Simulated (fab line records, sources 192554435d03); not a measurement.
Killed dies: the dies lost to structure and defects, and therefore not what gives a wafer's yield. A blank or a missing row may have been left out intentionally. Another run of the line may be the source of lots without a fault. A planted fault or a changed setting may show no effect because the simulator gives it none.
Chamber matching ; flow n5 finfet ; ald sin-02 running N5_BEOL_M0_SAQP_SPACER1_ALD_98: 4 sister chambers
The step deposits SiO2, target thk 12.8 nm, pulse time 1 s, purge time 2 s. 4 wafers are shown with their chamber, then 9 later ones without.

== WAFERS PAIRED WITH THEIR CHAMBERS ==
wafer;chamber;heater power w (W)
L077.5;0;511
L083.3;3;441
L083.5;1;460
L083.6;2;501

== WAFERS MISSING THEIR CHAMBER ==
wafer;heater power w (W)
L084.2;486
L084.5;492
L084.6;425
L085.3;494
L085.4;463
L085.6;439
L094.1;487
L094.4;518
L094.5;475

== WHICH CHAMBER EACH WENT THROUGH ==
wafer;from the rows above;in truth
L084.2;can't be placed: 2 or 0 or 1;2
L084.5;can't be placed: 2 or 0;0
L084.6;can't be placed: 3 or 1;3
L085.3;can't be placed: 2 or 0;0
L085.4;can't be placed: 1 or 3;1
L085.6;can't be placed: 3 or 1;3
L094.1;can't be placed: 2 or 0 or 1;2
L094.4;can't be placed: 0 or 2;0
L094.5;can't be placed: 1 or 2 or 3 or 0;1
Placed correctly: 0 of 9. From these rows, 9 cannot be placed; in 9 the true chamber is one of the candidates. 0 placed wrongly.
How it was worked out, from the rows above alone: a wafer's distance from a chamber is the root of the sum, over the readings, of the square of ((its reading less the chamber's mean) divided by the reading's scatter). The wafer belongs to the nearest chamber; if the next one is less than 2 further off, it can't be placed. Each chamber's mean is taken over the wafers shown for it. The scatter: root of mean squared gap, hidden wafer to nearest shown wafer, with one shown wafer a chamber.
